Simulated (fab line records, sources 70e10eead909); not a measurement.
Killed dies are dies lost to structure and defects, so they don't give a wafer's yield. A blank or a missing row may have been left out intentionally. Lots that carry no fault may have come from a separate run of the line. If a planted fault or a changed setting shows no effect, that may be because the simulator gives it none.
What tool caused it?	flow nand-harc	Sampling: 23 lots, 69 wafers, 6 of 1302 route steps

## WHAT EACH GAUGE READ, for each wafer
The record lacks any reading of a measuring or inspecting step that a usual standard deviation could be used to judge.

## TOOL THAT RAN EACH LOT (tool first, then ch and the chambers of the sampled wafers, then the start)
lot	NHARC_A_STAIRCASE_ETCH_197	NHARC_A_STAIRCASE_ETCH_223	NHARC_A_STAIRCASE_TRIM_224	NHARC_A_STAIRCASE_ETCH_232	NHARC_A_STAIRCASE_TRIM_233	NHARC_A_STAIRCASE_TRIM_235
L074	rie-diel-04 ch 0,1,2, no start	rie-diel-12 ch 0,2,3, no start	rie-diel-12 ch 2,3, no start	rie-diel-12 ch 0,1,3, no start	rie-diel-12 ch 0,1,2, no start	rie-diel-12 ch 0,3, no start
L075	rie-diel-05 ch 1,2, no start	rie-diel-05 ch 1,2, no start	rie-diel-05 ch 1,2, no start	rie-diel-05 ch 0,3, no start	rie-diel-05 ch 1,2,3, no start	rie-diel-05 ch 0,2,3, no start
L076	rie-diel-12 ch 1,2,3, no start	rie-diel-05 ch 1,3, no start	rie-diel-05 ch 0,1,2, no start	rie-diel-04 ch 0,1,2, no start	rie-diel-04 ch 1,2, no start	rie-diel-04 ch 0,1, no start
L078	rie-diel-04 ch 0,1,3, no start	rie-diel-05 ch 1,2, no start	rie-diel-05 ch 0,1,2, no start	rie-diel-12 ch 0,1,3, no start	rie-diel-12 ch 1,3, no start	rie-diel-12 ch 0,3, no start
L077	rie-diel-05 ch 0,1,2, no start	rie-diel-05 ch 0,1, no start	rie-diel-05 ch 0,2,3, no start	rie-diel-05 ch 2,3, no start	rie-diel-05 ch 0,2,3, no start	rie-diel-05 ch 0,2,3, no start
L079	rie-diel-04 ch 1,3, no start	rie-diel-04 ch 0,1,2, no start	rie-diel-04 ch 2,3, no start	rie-diel-04 ch 1,2,3, no start	rie-diel-04 ch 1,3, no start	rie-diel-04 ch 1,2,3, no start
L081	rie-diel-05 ch 1,2,3, no start	rie-diel-04 ch 0,1,3, no start	rie-diel-04 ch 0,2,3, no start	rie-diel-04 ch 0,3, no start	rie-diel-04 ch 0,3, no start	rie-diel-04 ch 0,2,3, no start
L080	rie-diel-04 ch 1,2, no start	rie-diel-12 ch 2,3, no start	rie-diel-12 ch 1,3, no start	rie-diel-05 ch 0,2, no start	rie-diel-05 ch 2,3, no start	rie-diel-05 ch 1,2,3, no start
L082	rie-diel-12 ch 1,2,3, no start	rie-diel-05 ch 0,3, no start	rie-diel-05 ch 0,3, no start	rie-diel-05 ch 2,3, no start	rie-diel-05 ch 0,2,3, no start	rie-diel-05 ch 0,2, no start
L084	rie-diel-04 ch 1,2, no start	rie-diel-04 ch 1,2,3, no start	rie-diel-04 ch 0,1,3, no start	rie-diel-04 ch 0,2,3, no start	rie-diel-04 ch 1,2, no start	rie-diel-04 ch 0,1,3, no start
L083	rie-diel-04 ch 1,2,3, no start	rie-diel-12 ch 0,1,2, no start	rie-diel-12 ch 0,2,3, no start	rie-diel-05 ch 0,2,3, no start	rie-diel-05 ch 0,2,3, no start	rie-diel-05 ch 0,2,3, no start
L085	rie-diel-12 ch 2,3, no start	rie-diel-12 ch 0,3, no start	rie-diel-12 ch 0,2,3, no start	rie-diel-05 ch 0,1,3, no start	rie-diel-05 ch 0,1,2, no start	rie-diel-05 ch 2,3, no start
L086	rie-diel-05 ch 0,3, no start	rie-diel-04 ch 2,3, no start	rie-diel-04 ch 0,1,3, no start	rie-diel-12 ch 0,2,3, no start	rie-diel-12 ch 0,1,3, no start	rie-diel-12 ch 0,1,2, no start
L087	rie-diel-04 ch 0,2,3, no start	rie-diel-12 ch 0,1,3, no start	rie-diel-12 ch 1,2,3, no start	rie-diel-05 ch 0,1,3, no start	rie-diel-05 ch 0,1,3, no start	rie-diel-05 ch 0,1,3, no start
L088	rie-diel-04 ch 0,2,3, no start	rie-diel-05 ch 0,1,2, no start	rie-diel-05 ch 0,2,3, no start	rie-diel-04 ch 0,2,3, no start	rie-diel-04 ch 0,1,3, no start	rie-diel-04 ch 1,2, no start
L090	rie-diel-12 ch 0,3, no start	rie-diel-04 ch 0,3, no start	rie-diel-04 ch 0,1,3, no start	rie-diel-04 ch 0,1,3, no start	rie-diel-04 ch 0,2,3, no start	rie-diel-04 ch 1,2, no start
L091	rie-diel-04 ch 0,1,3, no start	rie-diel-05 ch 0,1,2, no start	rie-diel-05 ch 0,1,3, no start	rie-diel-05 ch 0,2,3, no start	rie-diel-05 ch 0,1,3, no start	rie-diel-05 ch 0,1,3, no start
L093	rie-diel-04 ch 2,3, no start	rie-diel-04 ch 0,1,2, no start	rie-diel-04 ch 2,3, no start	rie-diel-12 ch 0,1,2, no start	rie-diel-12 ch 0,1, no start	rie-diel-12 ch 0,2,3, no start
L092	rie-diel-04 ch 0,1, no start	rie-diel-04 ch 1,3, no start	rie-diel-04 ch 1,3, no start	rie-diel-12 ch 1,2, no start	rie-diel-12 ch 0,1,2, no start	rie-diel-12 ch 1,3, no start
L094	rie-diel-12 ch 1,2,3, no start	rie-diel-04 ch 0,1,2, no start	rie-diel-04 ch 0,1,3, no start	rie-diel-05 ch 0,2,3, no start	rie-diel-05 ch 0,3, no start	rie-diel-05 ch 0,2,3, no start
L095	rie-diel-05 ch 0,1,3, no start	rie-diel-05 ch 0,2, no start	rie-diel-05 ch 0,1,3, no start	rie-diel-04 ch 1,3, no start	rie-diel-04 ch 0,1,3, no start	rie-diel-04 ch 1,3, no start
L096	rie-diel-04 ch 0,2,3, no start	rie-diel-12 ch 1,2,3, no start	rie-diel-12 ch 0,2,3, no start	rie-diel-05 ch 0,1,3, no start	rie-diel-05 ch 0,2,3, no start	rie-diel-05 ch 0,1,2, no start
L097	rie-diel-12 ch 1,2,3, no start	rie-diel-12 ch 1,2,3, no start	rie-diel-12 ch 1,2,3, no start	rie-diel-12 ch 1,2,3, no start	rie-diel-12 ch 1,2,3, no start	rie-diel-12 ch 1,2,3, no start
- NHARC_A_STAIRCASE_ETCH_197: etches the open film in C4F8/O2, target depth 100 nm, time 40.5 s.
- NHARC_A_STAIRCASE_ETCH_223: etches the open film in C4F8/O2, target depth 100 nm, time 40.5 s.
- NHARC_A_STAIRCASE_TRIM_224: chemistry O2, time 211.2 s.
- NHARC_A_STAIRCASE_ETCH_232: etches the open film in C4F8/O2, target depth 100 nm, time 40.5 s.
- NHARC_A_STAIRCASE_TRIM_233: chemistry O2, time 211.2 s.
- NHARC_A_STAIRCASE_TRIM_235: chemistry O2, time 211.2 s.

## AS READ BY THE TOOLS THEMSELVES (means over the sampled wafers that have a number; for cases with no such wafer, the mark the record gives instead)
NHARC_A_STAIRCASE_ETCH_197. Usual: oes-product-au 0.951 a.u., standard deviation 0.02; rf-fwd-power-W 592 W, standard deviation 3; rf-vpp-V 895 V, standard deviation 4.2.
lot	tool	oes-product-au (a.u.)	rf-fwd-power-W (W)	rf-vpp-V (V)	flag
L074	rie-diel-04	0.977	593	900	
L075	rie-diel-05	0.935	590	893	
L076	rie-diel-12	0.970	592	894	
L078	rie-diel-04	0.961	593	897	
L077	rie-diel-05	0.949	592	893	
L079	rie-diel-04	0.950	590	896	
L081	rie-diel-05	0.956	589	892	
L080	rie-diel-04	0.964	596	901	
L082	rie-diel-12	0.943	592	895	
L084	rie-diel-04	0.944	596	899	
L083	rie-diel-04	0.957	593	898	
L085	rie-diel-12	0.945	594	894	
L086	rie-diel-05	0.957	590	893	
L087	rie-diel-04	0.956	593	897	
L088	rie-diel-04	0.950	593	897	
L090	rie-diel-12	0.920	595	889	
L091	rie-diel-04	0.946	592	897	
L093	rie-diel-04	0.968	596	899	
L092	rie-diel-04	0.975	593	897	
L094	rie-diel-12	0.935	589	894	
L095	rie-diel-05	0.944	589	891	
L096	rie-diel-04	0.952	592	897	
L097	rie-diel-12	0.927	591	893	

NHARC_A_STAIRCASE_ETCH_223. Usual: oes-product-au 0.942 a.u., standard deviation 0.017; rf-fwd-power-W 592 W, standard deviation 3.1; rf-vpp-V 894 V, standard deviation 3.9.
lot	tool	oes-product-au (a.u.)	rf-fwd-power-W (W)	rf-vpp-V (V)	flag
L074	rie-diel-12	0.941	593	893	
L075	rie-diel-05	0.945	589	890	
L076	rie-diel-05	0.948	589	891	
L078	rie-diel-05	0.954	592	893	
L077	rie-diel-05	0.933	589	889	
L079	rie-diel-04	0.929	595	899	
L081	rie-diel-04	0.950	592	897	
L080	rie-diel-12	0.932	593	894	
L082	rie-diel-05	0.942	592	892	
L084	rie-diel-04	0.947	593	897	
L083	rie-diel-12	0.953	592	895	
L085	rie-diel-12	0.914	594	889	
L086	rie-diel-04	0.957	590	896	
L087	rie-diel-12	0.925	591	892	
L088	rie-diel-05	0.947	590	891	
L090	rie-diel-04	0.955	592	895	
L091	rie-diel-05	0.950	592	890	
L093	rie-diel-04	0.955	592	898	
L092	rie-diel-04	0.953	593	896	
L094	rie-diel-04	0.961	592	899	
L095	rie-diel-05	0.928	592	893	
L096	rie-diel-12	0.939	592	892	
L097	rie-diel-12	0.925	591	894	

NHARC_A_STAIRCASE_TRIM_224. Usual: drypump-motor-current-A 5.81 A, standard deviation 0.24; oes-product-au 1.001 a.u., standard deviation 0.018; rf-vpp-V 57.7 V, standard deviation 0.81; showerhead-plenum-p-Torr 3.48 Torr, standard deviation 0.099; throttle-valve-pct 17.036 %, standard deviation 0.0086.
lot	tool	drypump-motor-current-A (A)	oes-product-au (a.u.)	rf-vpp-V (V)	showerhead-plenum-p-Torr (Torr)	throttle-valve-pct (%)	flag
L074	rie-diel-12	5.68	0.983	57.0	3.43	17.039	
L075	rie-diel-05	6.10	1.018	57.4	3.39	17.027	
L076	rie-diel-05	5.86	1.010	57.6	3.43	17.035	
L078	rie-diel-05	5.87	1.006	58.5	3.43	17.033	
L077	rie-diel-05	5.76	0.990	57.2	3.46	17.036	
L079	rie-diel-04	6.03	1.019	56.8	3.62	17.032	
L081	rie-diel-04	5.91	1.008	58.4	3.57	17.043	
L080	rie-diel-12	5.67	0.987	57.9	3.42	17.036	
L082	rie-diel-05	5.53	0.985	57.5	3.43	17.042	
L084	rie-diel-04	5.69	1.008	57.7	3.53	17.033	
L083	rie-diel-12	5.75	0.990	57.5	3.42	17.040	
L085	rie-diel-12	5.76	0.981	57.6	3.42	17.029	
L086	rie-diel-04	5.69	1.011	56.5	3.53	17.035	
L087	rie-diel-12	5.73	0.989	57.6	3.46	17.038	
L088	rie-diel-05	5.75	0.995	57.4	3.44	17.046	
L090	rie-diel-04	5.69	1.007	57.8	3.53	17.044	
L091	rie-diel-05	5.75	0.986	57.1	3.37	17.042	
L093	rie-diel-04	5.78	1.009	57.0	3.53	17.039	
L092	rie-diel-04	5.56	1.020	57.6	3.50	17.034	
L094	rie-diel-04	5.69	1.009	57.7	3.52	17.034	
L095	rie-diel-05	5.76	0.994	57.9	3.36	17.030	
L096	rie-diel-12	5.75	0.989	57.3	3.41	17.044	
L097	rie-diel-12	5.74	0.984	57.1	3.44	17.039	

NHARC_A_STAIRCASE_ETCH_232. Usual: oes-product-au 0.946 a.u., standard deviation 0.016; rf-fwd-power-W 591.9 W, standard deviation 3; rf-vpp-V 894 V, standard deviation 3.6.
lot	tool	oes-product-au (a.u.)	rf-fwd-power-W (W)	rf-vpp-V (V)	flag
L074	rie-diel-12	0.931	593.9	893	
L075	rie-diel-05	0.931	591.8	893	
L076	rie-diel-04	0.948	591.4	899	
L078	rie-diel-12	0.941	594.5	893	
L077	rie-diel-05	0.961	590.8	893	
L079	rie-diel-04	0.945	594.7	898	
L081	rie-diel-04	0.950	593.4	895	
L080	rie-diel-05	0.949	591.2	893	
L082	rie-diel-05	0.940	590.6	894	
L084	rie-diel-04	0.955	591.8	898	
L083	rie-diel-05	0.925	591.2	893	
L085	rie-diel-05	0.931	591.2	890	
L086	rie-diel-12	0.957	594.8	892	
L087	rie-diel-05	0.956	590.9	890	
L088	rie-diel-04	0.955	592.5	897	
L090	rie-diel-04	0.955	591.0	896	
L091	rie-diel-05	0.937	593.4	893	
L093	rie-diel-12	0.955	592.7	894	
L092	rie-diel-12	0.928	592.2	896	
L094	rie-diel-05	0.959	592.1	892	
L095	rie-diel-04	0.963	596.1	894	
L096	rie-diel-05	0.951	591.4	890	
L097	rie-diel-12	0.944	592.7	892	

NHARC_A_STAIRCASE_TRIM_233. Usual: drypump-motor-current-A 5.81 A, standard deviation 0.24; oes-product-au 1.001 a.u., standard deviation 0.016; rf-vpp-V 57.7 V, standard deviation 0.91; showerhead-plenum-p-Torr 3.47 Torr, standard deviation 0.1; throttle-valve-pct 17.038 %, standard deviation 0.008.
lot	tool	drypump-motor-current-A (A)	oes-product-au (a.u.)	rf-vpp-V (V)	showerhead-plenum-p-Torr (Torr)	throttle-valve-pct (%)	flag
L074	rie-diel-12	5.84	1.007	57.0	3.50	17.035	
L075	rie-diel-05	5.96	0.999	57.5	3.42	17.036	
L076	rie-diel-04	5.80	1.006	57.8	3.65	17.040	
L078	rie-diel-12	5.68	0.999	56.7	3.42	17.034	
L077	rie-diel-05	5.77	1.005	56.7	3.46	17.030	
L079	rie-diel-04	5.57	0.996	57.1	3.56	17.033	
L081	rie-diel-04	5.82	1.021	58.3	3.52	17.032	
L080	rie-diel-05	6.00	1.004	57.2	3.46	17.033	
L082	rie-diel-05	5.76	1.001	57.3	3.45	17.038	
L084	rie-diel-04	5.80	1.004	58.1	3.63	17.039	
L083	rie-diel-05	5.75	0.997	57.3	3.44	17.046	
L085	rie-diel-05	5.89	0.991	56.8	3.41	17.038	
L086	rie-diel-12	5.78	1.001	58.0	3.42	17.034	
L087	rie-diel-05	5.74	0.994	57.1	3.38	17.043	
L088	rie-diel-04	5.71	1.002	57.3	3.53	17.039	
L090	rie-diel-04	5.89	1.005	58.0	3.56	17.032	
L091	rie-diel-05	5.76	0.993	58.0	3.37	17.039	
L093	rie-diel-12	5.84	1.011	58.2	3.47	17.039	
L092	rie-diel-12	5.83	1.000	58.3	3.47	17.042	
L094	rie-diel-05	5.55	0.986	58.2	3.41	17.036	
L095	rie-diel-04	5.69	1.014	58.6	3.52	17.036	
L096	rie-diel-05	5.77	1.001	58.5	3.42	17.035	
L097	rie-diel-12	5.74	0.991	58.1	3.44	17.038	

NHARC_A_STAIRCASE_TRIM_235. Usual: drypump-motor-current-A 5.81 A, standard deviation 0.24; oes-product-au 1.000 a.u., standard deviation 0.015; rf-vpp-V 57.8 V, standard deviation 0.91; showerhead-plenum-p-Torr 3.47 Torr, standard deviation 0.1; throttle-valve-pct 17.037 %, standard deviation 0.0095.
lot	tool	drypump-motor-current-A (A)	oes-product-au (a.u.)	rf-vpp-V (V)	showerhead-plenum-p-Torr (Torr)	throttle-valve-pct (%)	flag
L074	rie-diel-12	5.76	0.998	57.7	3.40	17.026	
L075	rie-diel-05	5.75	0.989	58.2	3.46	17.041	
L076	rie-diel-04	5.82	1.006	58.1	3.58	17.028	
L078	rie-diel-12	5.70	0.997	57.5	3.38	17.030	
L077	rie-diel-05	5.75	0.985	57.7	3.46	17.044	
L079	rie-diel-04	5.81	1.004	58.1	3.59	17.041	
L081	rie-diel-04	5.91	1.013	58.2	3.57	17.040	
L080	rie-diel-05	5.99	1.016	57.6	3.41	17.027	
L082	rie-diel-05	5.65	0.996	58.2	3.46	17.040	
L084	rie-diel-04	5.70	1.010	57.2	3.53	17.041	
L083	rie-diel-05	5.76	0.996	57.9	3.44	17.037	
L085	rie-diel-05	5.86	0.992	56.8	3.43	17.045	
L086	rie-diel-12	5.80	1.009	56.9	3.48	17.047	
L087	rie-diel-05	5.74	0.998	56.5	3.38	17.042	
L088	rie-diel-04	5.79	1.007	58.4	3.63	17.038	
L090	rie-diel-04	6.04	1.000	58.8	3.65	17.041	
L091	rie-diel-05	5.75	0.992	58.2	3.37	17.035	
L093	rie-diel-12	5.76	0.984	58.2	3.41	17.035	
L092	rie-diel-12	5.68	0.990	57.6	3.40	17.036	
L094	rie-diel-05	5.77	0.998	58.1	3.43	17.041	
L095	rie-diel-04	5.57	1.005	57.7	3.54	17.039	
L096	rie-diel-05	5.86	1.001	58.0	3.39	17.040	
L097	rie-diel-12	5.76	0.986	57.5	3.44	17.038	

## THE ANSWER, worked out from the rows above alone
Rule: a lot counts as off when the mean over its wafers that have a number is more than 3 standard deviations away from the usual mean. Also off: a lot with no number at a reading for which 4 or more lots have one. The other lots that the step has rows for count as sound. After the gauges, taken in route order, come the tools' own readings; for these a lot's mean is taken, as printed above. The first step at which some lot is off is used, and at that step the reading that is off furthest; a lot without a number counts as furthest.
Nothing can be told from this: no lot is off at any reading shown.

## WHAT THE SIMULATOR PUT IN
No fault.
